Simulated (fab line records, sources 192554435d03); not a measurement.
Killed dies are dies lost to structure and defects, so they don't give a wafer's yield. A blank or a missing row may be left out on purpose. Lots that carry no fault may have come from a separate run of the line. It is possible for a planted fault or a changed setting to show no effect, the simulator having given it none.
fab line records ; flow n5_finfet
[record] lots = 7; wafers = 21
route steps=1938 shown BEOL_M1@794 BEOL_M3@977 BEOL_M6@1212 BEOL_M7@1263
start_h: start of the lot's first displayed wafer, in hours after the record's first day ; wait_h: time in hours since the lot's previous step ; " the same as in the row above ; L1.1+2: several wafers, shown together as one row ; - no value present, or no start provided ; * or withheld: withheld ; < > ~ a bound
route shown NAME@n: a module of which the file shows steps, and the number in the route of the first ; usual: mean/standard deviation taken from wafers without a fault ; same: alike in all rows ; chamber/n: place in a boat ; sites: readings site by site ; _std_site: their standard deviation ; _edge_site: mean of outer sites minus mean of inner sites ; radius_mm: how far each site lies from the wafer's centre ; mask NAME#n: copy n ; behind: the most recent tool/chamber to have shaped the wafer ; hold: the reason the lot was held/the length of the hold in hours/how it ended ; device: the transistor (n, p or np) that didn't switch ; end of line: tests run on the same wafers once the route is complete ; a step given without rows: its recipe and nothing more ; killed: dies that structure and defects cost at the first sort, which is not the same as the wafer's yield ; map: per-die view of a wafer (x killed, . not killed, _ where there is no die)
set.NAME: setting as actually run; set.NAME@STEP: the setting as run at that earlier step ; model.NAME: the simulator's own value behind a step, which no gauge read
one table per step and one row per wafer, for lots whose settings were changed on purpose
[[steps]]
[step N5_BEOL_M1_ETCH_70]
[recipe] chemistry = N2/H2; target = SOC; target_depth_a = 800; overetch_a = 160; mask_material = SiARC; temp_c = 40; time_s = 120; ion_energy_ev = 200; pressure_mtorr = 30; source_w = 840; bias_w = 150; n2_flow_sccm = 200; h2_flow_sccm = 200
[usual] rf_vpp_V = 524.4/2.1
lot.wafer;tool;chamber;start_h;wait_h;set.bias_w;rf_vpp_V
L079.1;rie_diel-01;3;157.84;0.0;136.7;494.1
L079.3;rie_diel-01;2;157.84;0.0;150;521.9
L079.6;rie_diel-01;3;157.84;0.0;150;524.0
L080.1;rie_diel-02;1;161.49;0.0;150;527.5
L080.2;rie_diel-02;2;161.49;0.0;150;525.4
L080.4;rie_diel-02;0;161.49;0.0;168.7;560.7
L082.3;rie_diel-02;3;183.14;0.0;150;525.2
L082.4;rie_diel-02;2;183.14;0.0;160.4;549.7
L082.5;rie_diel-02;3;183.14;0.0;150;525.7
L083.2;rie_diel-06;0;183.61;0.0;150;523.8
L083.3;rie_diel-06;3;183.61;0.0;150;522.0
L083.6;rie_diel-06;0;183.61;0.0;150;523.5
L090.3;rie_diel-02;0;228.71;0.0;150;521.7
L090.5;rie_diel-02;2;228.71;0.0;150;527.2
L090.6;rie_diel-02;1;228.71;0.0;133.8;489.5
L092.1;rie_diel-06;0;230.96;0.0;150;522.8
L092.5;rie_diel-06;0;230.96;0.0;150;521.6
L092.6;rie_diel-06;1;230.96;0.0;126.1;471.5
L096.2;rie_diel-06;3;261.30;0.0;150;523.8
L096.3;rie_diel-06;0;261.30;0.0;150;520.8
L096.6;rie_diel-06;3;261.30;0.0;138.1;494.5
[step N5_BEOL_M3_VIA_ETCH_34]
[recipe] chemistry = C4F6/O2; target_depth_a = 694; mask_material = SOC; pressure_mtorr = 15; ion_energy_ev = 250; taper_deg = 4; time_s = 65.9; source_w = 350; bias_w = 170; Ar_flow_sccm = 300; C4F6_flow_sccm = 10; O2_flow_sccm = 10
[usual] rf_vpp_V = 664/9.7
lot.wafer;tool;chamber;start_h;wait_h;set.bias_w;rf_vpp_V
L079.1;rie_diel-01;1;194.11;0.0;185.6;710
L079.3;rie_diel-01;3;194.11;0.0;185.6;707
L079.6;rie_diel-01;3;194.11;0.0;185.6;710
L080.1;rie_diel-02;1;201.90;0.0;157.7;642
L080.2;rie_diel-02;3;201.90;0.0;157.7;642
L080.4;rie_diel-02;0;201.90;0.0;170;665
L082.3;rie_diel-06;0;205.44;0.0;170;664
L082.4;rie_diel-06;3;205.44;0.0;170;661
L082.5;rie_diel-06;0;205.44;0.0;146.6;589
L083.2;rie_diel-02;3;212.84;0.0;170;681
L083.3;rie_diel-02;1;212.84;0.0;170;681
L083.6;rie_diel-02;3;212.84;0.0;170;683
L092.1;rie_diel-01;1;272.57;0.0;170;661
L092.5;rie_diel-01;2;272.57;0.0;170;675
L092.6;rie_diel-01;3;272.57;0.0;145.4;584
L090.3;rie_diel-01;2;278.91;0.0;170;674
L090.5;rie_diel-01;0;278.91;0.0;170;655
L090.6;rie_diel-01;1;278.91;0.0;188.6;719
L096.2;rie_diel-02;0;300.39;0.0;148.2;597
L096.3;rie_diel-02;3;300.39;0.0;148.2;597
L096.6;rie_diel-02;0;300.39;0.0;170;665
[step N5_BEOL_M3_TRENCH_ETCH_37]
[recipe] chemistry = C4F6/O2; target_depth_a = 555.55; target = SiOC; time_s = 29.2; ion_energy_ev = 250; pressure_mtorr = 30; source_w = 355; bias_w = 185; Ar_flow_sccm = 300; C4F6_flow_sccm = 10; O2_flow_sccm = 10
[usual] rf_vpp_V = 664/9.7
lot.wafer;tool;chamber;start_h;wait_h;set.bias_w;rf_vpp_V
L079.1;rie_diel-01;1;-;-;200.2;704
L079.3;rie_diel-01;3;-;-;200.2;703
L079.6;rie_diel-01;3;-;-;185;663
L080.1;rie_diel-02;1;-;-;185;681
L080.2;rie_diel-02;3;-;-;185;681
L080.4;rie_diel-02;0;-;-;185;665
L082.3;rie_diel-06;0;-;-;163.9;601
L082.4;rie_diel-06;3;-;-;163.9;600
L082.5;rie_diel-06;0;-;-;185;662
L083.2;rie_diel-02;3;-;-;185;682
L083.3;rie_diel-02;1;-;-;185;681
L083.6;rie_diel-02;3;-;-;185;681
L092.1;rie_diel-01;1;-;-;212;736
L092.5;rie_diel-01;2;-;-;185;676
L092.6;rie_diel-01;3;-;-;185;662
L090.3;rie_diel-01;2;-;-;203.1;727
L090.5;rie_diel-01;0;-;-;203.1;705
L090.6;rie_diel-01;1;-;-;203.1;712
L096.2;rie_diel-02;0;-;-;185;664
L096.3;rie_diel-02;3;-;-;185;665
L096.6;rie_diel-02;0;-;-;185;666
[step N5_BEOL_M3_CMP_52]
[recipe] stop_on = SiOC; t_overpolish_s = 6.8; down_force_psi = 1; platen_rpm = 50; clearing_platen_down_force_psi = 1.5; clearing_platen_rpm = 50; post_cmp_clean = cu_alkaline; target_thk_nm = 40; clearing_platen_pad_velocity_m_s = 0.99484; pad_velocity_m_s = 0.99484
[usual] barrier_field_endpoint_s = 24.5/0.62
lot.wafer;tool;chamber;start_h;wait_h;set.down_force_psi;barrier_field_endpoint_s
L079.3;cmp-03;3;199.13;0.2;1.194;20.7
L079.1;cmp-03;1;199.13;0.2;1;24.0
L079.6;cmp-03;3;199.13;0.2;1.194;20.6
L080.4;cmp-03;1;205.88;0.1;1;24.8
L080.1;cmp-03;2;205.88;0.1;0.9291;27.2
L080.2;cmp-03;3;205.88;0.1;1;24.9
L082.4;cmp-03;0;210.31;0.2;1;24.9
L082.3;cmp-03;1;210.31;0.2;1;24.6
L082.5;cmp-03;3;210.31;0.2;1;25.6
L083.3;cmp-04;1;216.77;0.2;1;24.8
L083.2;cmp-04;2;216.77;0.2;1;23.5
L083.6;cmp-04;2;216.77;0.2;1;24.1
L092.1;cmp-03;1;276.28;0.3;1;23.7
L092.5;cmp-03;0;276.28;0.3;1.157;20.7
L092.6;cmp-03;1;276.28;0.3;1;24.7
L096.2;cmp-04;3;304.11;0.3;0.8464;29.4
L096.3;cmp-04;0;304.11;0.3;1;25.5
L096.6;cmp-04;1;304.11;0.3;0.8464;29.0
L090.3;cmp-01;3;305.83;0.2;1;24.1
L090.5;cmp-01;1;305.83;0.2;1;24.0
L090.6;cmp-01;2;305.83;0.2;1.225;19.4
[step N5_BEOL_M6_ETCH_62]
[recipe] chemistry = N2/H2; target = SOC; target_depth_a = 1100; overetch_a = 220; mask_material = SiARC; temp_c = 40; time_s = 165; ion_energy_ev = 200; pressure_mtorr = 30; source_w = 840; bias_w = 150; n2_flow_sccm = 200; h2_flow_sccm = 200
[usual] rf_vpp_V = 523/3.3
lot.wafer;tool;chamber;start_h;wait_h;set.bias_w;rf_vpp_V;model.SiARC_of_BEOL_M6_COAT_60.thk_nm
L079.1;rie_diel-05;1;229.85;0.0;150;525;28.2
L079.3;rie_diel-05;3;229.85;0.0;150;528;28.6
L079.6;rie_diel-05;1;229.85;0.0;142;507;28.6
L080.1;rie_diel-05;2;254.02;0.0;150;516;28
L080.2;rie_diel-05;1;254.02;0.0;124.7;467;29.8
L080.4;rie_diel-05;3;254.02;0.0;150;528;28.6
L082.3;rie_diel-04;1;254.18;0.0;123.3;461;29.8
L082.4;rie_diel-04;1;254.18;0.0;150;521;28
L082.5;rie_diel-04;2;254.18;0.0;123.3;460;29.8
L083.2;rie_diel-04;0;261.04;0.0;150;527;28.2
L083.3;rie_diel-04;3;261.04;0.0;150;523;28.2
L083.6;rie_diel-04;1;261.04;0.0;150;523;28
L092.1;rie_diel-05;1;324.21;0.0;150;525;28
L092.5;rie_diel-05;0;324.21;0.0;124.2;463;29.4
L092.6;rie_diel-05;3;324.21;0.0;124.2;468;30
L090.3;rie_diel-04;1;333.10;0.0;137.8;495;29
L090.5;rie_diel-04;3;333.10;0.0;137.8;496;29.2
L090.6;rie_diel-04;0;333.10;0.0;150;528;28.2
L096.2;rie_diel-04;1;345.25;0.0;150;522;28
L096.3;rie_diel-04;2;345.25;0.0;150;521;28.2
L096.6;rie_diel-04;1;345.25;0.0;123.6;461;29.6
[step N5_BEOL_M6_EXPOSE_25]
[recipe] mask_id = V5; na = 0.33; source_shape = annular; sigma_inner = 0.4; sigma_outer = 0.8; polarization = unpolarized; target_cd_nm = 40; dose_mj = 45
lot.wafer;tool;chamber;start_h;wait_h;mask;set.dose_mj
L079.1+3;euv_scanner-01;0;231.05;-;V5#0;45
L079.6;euv_scanner-01;0;231.05;-;V5#0;43.58
L082.3+4+5;euv_scanner-01;0;255.44;-;V5#0;42.46
L080.1+4;euv_scanner-01;0;255.51;-;V5#0;47.66
L080.2;euv_scanner-01;0;255.51;-;V5#0;45
L083.2+3+6;euv_scanner-02;0;265.66;-;V5#0;45
L092.1+6;euv_scanner-01;0;328.74;-;V5#0;45
L092.5;euv_scanner-01;0;328.74;-;V5#0;42.49
L090.3+5+6;euv_scanner-02;0;335.23;-;V5#0;45
L096.2+6;euv_scanner-02;0;345.90;-;V5#0;43.93
L096.3;euv_scanner-02;0;345.90;-;V5#0;45
[step N5_BEOL_M6_PEB_26]
[recipe] peb_temp_c = 100; peb_time_s = 60; resist = CAR-EUV
[step N5_BEOL_M6_DEVELOP_27]
[recipe] develop_time_s = 30; developer = TMAH; resist = CAR-EUV; rinse_liquid = surfactant_rinse; dry = air_spin; dev_temp_c = 23
[step N5_BEOL_M6_DESCUM_33]
[recipe] chemistry = O2; time_s = 7; source_power_w = 50; bias_power_w = 20; pressure_mtorr = 20; rf_frequency_hz = 2.712e+07; temp_c = 40; resist = CAR-EUV; o2_flow_sccm = 225
lot.wafer;tool;chamber;start_h;wait_h;set.dose_mj@BEOL_M6_EXPOSE_25;model.BEOL_M6.cd_nm
L079.1;rie_diel-03;1;231.31;0.0;45;40.2
L079.3;rie_diel-03;2;231.31;0.0;45;40.4
L079.6;rie_diel-03;2;231.31;0.0;43.58;39.6
L082.3+4+5;rie_diel-04;1,0,2;255.68;0.0;42.46;38.6
L080.1+4;rie_diel-05;0,2;256.09;0.4;47.66;41.4
L080.2;rie_diel-05;3;256.09;0.4;45;39.6
L083.2+6;rie_diel-03;2;266.15;0.3;45;40.2
L083.3;rie_diel-03;3;266.15;0.3;45;40
L092.1+6;rie_diel-03;2,0;328.99;0.0;45;40.2
L092.5;rie_diel-03;1;328.99;0.0;42.49;38.8
L090.3+5+6;rie_diel-03;2,0,1;335.47;0.0;45;40.2
L096.2;rie_diel-05;2;346.15;0.0;43.93;39.4
L096.3;rie_diel-05;0;346.15;0.0;45;40.2
L096.6;rie_diel-05;0;346.15;0.0;43.93;39.6
[step N5_BEOL_M6_ETCH_72]
[recipe] chemistry = N2/H2; target = underlayer; target_depth_a = 65; mask_material = CAR-EUV; time_s = 5.2; ion_energy_ev = 200; pressure_mtorr = 30; source_w = 840; bias_w = 150; n2_flow_sccm = 200; h2_flow_sccm = 200; ends = cleared
[step N5_BEOL_M6_ETCH_65]
[recipe] chemistry = CF4; target = SiARC; target_depth_a = 156; mask_material = CAR-EUV; time_s = 26; ion_energy_ev = 80; pressure_mtorr = 40; source_w = 545; bias_w = 36; Ar_flow_sccm = 100; cf4_flow_sccm = 100; ends = cleared
lot.wafer;tool;chamber;start_h;wait_h;set.dose_mj@BEOL_M6_EXPOSE_25;model.BEOL_M6.cd_nm
L079.1;rie_diel-03;1;231.36;0.0;45;40.2
L079.3;rie_diel-03;2;231.36;0.0;45;40.4
L079.6;rie_diel-03;2;231.36;0.0;43.58;39.6
L082.3+4;rie_diel-04;1,0;255.73;0.0;42.46;38.6
L082.5;rie_diel-04;2;255.73;0.0;42.46;38.4
L080.1;rie_diel-05;0;256.14;0.0;47.66;41.2
L080.2;rie_diel-05;3;256.14;0.0;45;39.6
L080.4;rie_diel-05;2;256.14;0.0;47.66;41.4
L083.2+6;rie_diel-03;2;266.20;0.0;45;40.2
L083.3;rie_diel-03;3;266.20;0.0;45;39.8
L092.1+6;rie_diel-03;2,0;329.04;0.0;45;40.2
L092.5;rie_diel-03;1;329.04;0.0;42.49;38.6
L090.3+6;rie_diel-03;2,1;335.52;0.0;45;40.2
L090.5;rie_diel-03;0;335.52;0.0;45;40
L096.2;rie_diel-05;2;346.20;0.0;43.93;39.4
L096.3;rie_diel-05;0;346.20;0.0;45;40.2
L096.6;rie_diel-05;0;346.20;0.0;43.93;39.6
[step N5_BEOL_M6_ETCH_66]
[recipe] chemistry = N2/H2; target = SOC; target_depth_a = 800; overetch_a = 160; mask_material = SiARC; temp_c = 40; time_s = 120; ion_energy_ev = 200; pressure_mtorr = 30; source_w = 840; bias_w = 150; n2_flow_sccm = 200; h2_flow_sccm = 200
lot.wafer;tool;chamber;start_h;wait_h;set.dose_mj@BEOL_M6_EXPOSE_25;model.BEOL_M6.cd_nm
L079.1+3;rie_diel-03;1,2;231.39;0.0;45;40.2
L079.6;rie_diel-03;2;231.39;0.0;43.58;39.6
L082.3;rie_diel-04;1;255.76;0.0;42.46;38.8
L082.4+5;rie_diel-04;0,2;255.76;0.0;42.46;38.6
L080.1;rie_diel-05;0;256.17;0.0;47.66;41.2
L080.2;rie_diel-05;3;256.17;0.0;45;39.6
L080.4;rie_diel-05;2;256.17;0.0;47.66;41
L083.2;rie_diel-03;2;266.23;0.0;45;40
L083.3;rie_diel-03;3;266.23;0.0;45;39.6
L083.6;rie_diel-03;2;266.23;0.0;45;40.4
L092.1+6;rie_diel-03;2,0;329.07;0.0;45;40
L092.5;rie_diel-03;1;329.07;0.0;42.49;38.6
L090.3;rie_diel-03;2;335.55;0.0;45;40
L090.5;rie_diel-03;0;335.55;0.0;45;39.8
L090.6;rie_diel-03;1;335.55;0.0;45;40.2
L096.2;rie_diel-05;2;346.22;0.0;43.93;39
L096.3;rie_diel-05;0;346.22;0.0;45;40.4
L096.6;rie_diel-05;0;346.22;0.0;43.93;39.8
[step N5_BEOL_M7_ILD_DEP_00]
[recipe] material = SiCOH_lowk; target_thk_a = 1797.5; temp_c = 300; precursor = DEMS/porogen; pressure_torr = 5; rf_w = 500; time_s = 33.4
lot.wafer;tool;chamber;start_h;wait_h;set.time_s;model.SiCOH_lowk_of_BEOL_M7_ILD_DEP_00.thk_nm
L079.1;pecvd-02;1;234.11;0.0;33.4;179
L079.3;pecvd-02;0;234.11;0.0;33.4;178.8
L079.6;pecvd-02;1;234.11;0.0;35.5;191
L082.3;pecvd-01;0;260.46;0.0;33.4;179
L082.4;pecvd-01;2;260.46;0.0;33.4;178.8
L082.5;pecvd-01;0;260.46;0.0;35.36;195
L080.1;pecvd-01;2;261.63;0.0;31;166
L080.2;pecvd-01;0;261.63;0.0;33.4;177.8
L080.4;pecvd-01;2;261.63;0.0;33.4;180.4
L083.2;pecvd-03;2;270.02;0.0;33.4;179.8
L083.3;pecvd-03;0;270.02;0.0;33.4;177.6
L083.6;pecvd-03;0;270.02;0.0;33.4;178.2
L092.1;pecvd-02;2;331.85;0.0;33.4;178.4
L092.5;pecvd-02;1;331.85;0.0;36.99;198
L092.6;pecvd-02;2;331.85;0.0;33.4;182.2
L090.3;pecvd-03;1;338.56;0.0;33.4;177.8
L090.5;pecvd-03;0;338.56;0.0;37.51;200.4
L090.6;pecvd-03;1;338.56;0.0;33.4;182.6
L096.2;pecvd-01;1;349.27;0.0;33.4;181
L096.3;pecvd-01;2;349.27;0.0;33.4;177.8
L096.6;pecvd-01;2;349.27;0.0;37.15;199.4
[step N5_BEOL_M7_CURE_74]
[recipe] temp_c = 385; time_s = 240; ambient = He/Ar; material = SiCOH_lowk
lot.wafer;tool;chamber;start_h;wait_h;set.time_s@BEOL_M7_ILD_DEP_00;model.SiCOH_lowk_of_BEOL_M7_ILD_DEP_00.thk_nm
L079.1;uv_cure-01;0;234.17;0.0;33.4;154.4
L079.3;uv_cure-01;0;234.17;0.0;33.4;154.2
L079.6;uv_cure-01;0;234.17;0.0;35.5;164.8
L082.3;uv_cure-02;2;260.74;0.3;33.4;154.4
L082.4;uv_cure-02;2;260.74;0.3;33.4;154.2
L082.5;uv_cure-02;2;260.74;0.3;35.36;168.4
L080.1;uv_cure-03;2;261.69;0.0;31;143
L080.2;uv_cure-03;2;261.69;0.0;33.4;153.4
L080.4;uv_cure-03;2;261.69;0.0;33.4;155.6
L083.2;uv_cure-03;0;270.16;0.1;33.4;155
L083.3;uv_cure-03;0;270.16;0.1;33.4;153.2
L083.6;uv_cure-03;0;270.16;0.1;33.4;153.6
L092.1;uv_cure-02;2;331.91;0.0;33.4;154
L092.5;uv_cure-02;2;331.91;0.0;36.99;171
L092.6;uv_cure-02;2;331.91;0.0;33.4;157.2
L090.3;uv_cure-03;1;338.78;0.2;33.4;153.4
L090.5;uv_cure-03;1;338.78;0.2;37.51;173
L090.6;uv_cure-03;1;338.78;0.2;33.4;157.4
L096.2;uv_cure-01;0;349.46;0.2;33.4;156
L096.3;uv_cure-01;0;349.46;0.2;33.4;153.2
L096.6;uv_cure-01;0;349.46;0.2;37.15;172.2
[step N5_BEOL_M7_THK_MEAS_01]
[recipe] reads = SiCOH_lowk_of_BEOL_M7_ILD_DEP_00
[usual] M7_ILD_THK = 155.1/2.2
lot.wafer;tool;chamber;start_h;wait_h;set.time_s@BEOL_M7_ILD_DEP_00;M7_ILD_THK[nm]
L079.1;film_metro-02;-;234.68;0.4;33.4;154.4
L079.3;film_metro-02;-;234.68;0.4;33.4;154.0
L079.6;film_metro-02;-;234.68;0.4;35.5;164.8
L082.3;film_metro-01;-;261.10;0.3;33.4;154.4
L082.4;film_metro-01;-;261.10;0.3;33.4;154.1
L082.5;film_metro-01;-;261.10;0.3;35.36;168.3
L080.1;film_metro-02;-;262.20;0.4;31;143.0
L080.2;film_metro-02;-;262.20;0.4;33.4;153.3
L080.4;film_metro-02;-;262.20;0.4;33.4;155.7
L083.2;film_metro-01;-;270.60;0.4;33.4;154.9
L083.3;film_metro-01;-;270.60;0.4;33.4;153.3
L083.6;film_metro-01;-;270.60;0.4;33.4;153.6
L092.1;film_metro-02;-;332.42;0.4;33.4;153.9
L092.5;film_metro-02;-;332.42;0.4;36.99;170.8
L092.6;film_metro-02;-;332.42;0.4;33.4;157.2
L090.3;film_metro-02;-;339.14;0.3;33.4;153.5
L090.5;film_metro-02;-;339.14;0.3;37.51;173.0
L090.6;film_metro-02;-;339.14;0.3;33.4;157.4
L096.2;film_metro-01;-;349.90;0.4;33.4;156.0
L096.3;film_metro-01;-;349.90;0.4;33.4;153.4
L096.6;film_metro-01;-;349.90;0.4;37.15;172.2
[step N5_BEOL_M7_ETCH_41]
[recipe] chemistry = CH3F/O2; target = SiCN; target_depth_a = 319; taper_deg = 2; time_s = 57.8; ion_energy_ev = 120; mask_material = TiN; pressure_mtorr = 30; source_w = 395; bias_w = 75; Ar_flow_sccm = 150; CH3F_flow_sccm = 30; O2_flow_sccm = 20
[usual] rf_vpp_V = 297.6/1.4
lot.wafer;tool;chamber;start_h;wait_h;set.source_w;rf_vpp_V
L079.1;rie_diel-01;3;-;-;395;298.2
L079.3;rie_diel-01;2;-;-;395;296.8
L079.6;rie_diel-01;2;-;-;395;296.9
L082.3;rie_diel-06;1;-;-;395;296.9
L082.4;rie_diel-06;0;-;-;395;296.5
L082.5;rie_diel-06;2;-;-;395;297.8
L080.1;rie_diel-02;0;-;-;465.7;279.9
L080.2;rie_diel-02;1;-;-;465.7;281.9
L080.4;rie_diel-02;2;-;-;395;298.1
L083.2;rie_diel-02;2;-;-;395;300.0
L083.3;rie_diel-02;1;-;-;395;299.8
L083.6;rie_diel-02;2;-;-;395;299.3
L092.1;rie_diel-02;1;-;-;395;300.0
L092.5;rie_diel-02;1;-;-;395;298.9
L092.6;rie_diel-02;0;-;-;395;295.5
L090.3;rie_diel-06;1;-;-;395;297.3
L090.5;rie_diel-06;2;-;-;352;307.3
L090.6;rie_diel-06;3;-;-;352;308.8
L096.2;rie_diel-06;1;-;-;395;298.7
L096.3;rie_diel-06;2;-;-;361.1;304.9
L096.6;rie_diel-06;2;-;-;395;294.7
[[key]]
[split] step = N5_BEOL_M1_ETCH_70; setting = bias_w; stated = 150; by = wafer
[response] step = N5_BEOL_M1_ETCH_70; reading = rf_vpp_V; change = +3.15; per = 1%; r = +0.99
[split] step = N5_BEOL_M3_VIA_ETCH_34; setting = bias_w; stated = 170; by = wafer
[response] step = N5_BEOL_M3_VIA_ETCH_34; reading = rf_vpp_V; change = +5.27; per = 1%; r = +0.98
[split] step = N5_BEOL_M3_TRENCH_ETCH_37; setting = bias_w; stated = 185; by = wafer
[response] step = N5_BEOL_M3_TRENCH_ETCH_37; reading = rf_vpp_V; change = +4.91; per = 1%; r = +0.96
[split] step = N5_BEOL_M3_CMP_52; setting = down_force_psi; stated = 1; by = wafer
[response] step = N5_BEOL_M3_CMP_52; reading = barrier_field_endpoint_s; change = -0.21; per = 1%; r = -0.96
[split] step = N5_BEOL_M6_ETCH_62; setting = bias_w; stated = 150; by = wafer
[response] step = N5_BEOL_M6_ETCH_62; reading = rf_vpp_V; change = +3.44; per = 1%; r = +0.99
[response] step = N5_BEOL_M6_ETCH_62; reading = model.SiARC_of_BEOL_M6_COAT_60.thk_nm; change = -0.0932; per = 1%; r = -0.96
[split] step = N5_BEOL_M6_EXPOSE_25; setting = dose_mj; stated = 45; by = wafer
[response] step = N5_BEOL_M6_DESCUM_33; reading = model.BEOL_M6.cd_nm; change = +0.273; per = 1%; r = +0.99
[response] step = N5_BEOL_M6_ETCH_65; reading = model.BEOL_M6.cd_nm; change = +0.28; per = 1%; r = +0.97
[response] step = N5_BEOL_M6_ETCH_66; reading = model.BEOL_M6.cd_nm; change = +0.256; per = 1%; r = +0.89
[split] step = N5_BEOL_M7_ILD_DEP_00; setting = time_s; stated = 33.4; by = wafer
[response] step = N5_BEOL_M7_ILD_DEP_00; reading = model.SiCOH_lowk_of_BEOL_M7_ILD_DEP_00.thk_nm; change = +1.79; per = 1%; r = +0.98
[response] step = N5_BEOL_M7_CURE_74; reading = model.SiCOH_lowk_of_BEOL_M7_ILD_DEP_00.thk_nm; change = +1.56; per = 1%; r = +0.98
[response] step = N5_BEOL_M7_THK_MEAS_01; reading = M7_ILD_THK; change = +1.56; per = 1%; r = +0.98
[split] step = N5_BEOL_M7_ETCH_41; setting = source_w; stated = 395; by = wafer
[response] step = N5_BEOL_M7_ETCH_41; reading = rf_vpp_V; change = -0.969; per = 1%; r = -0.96
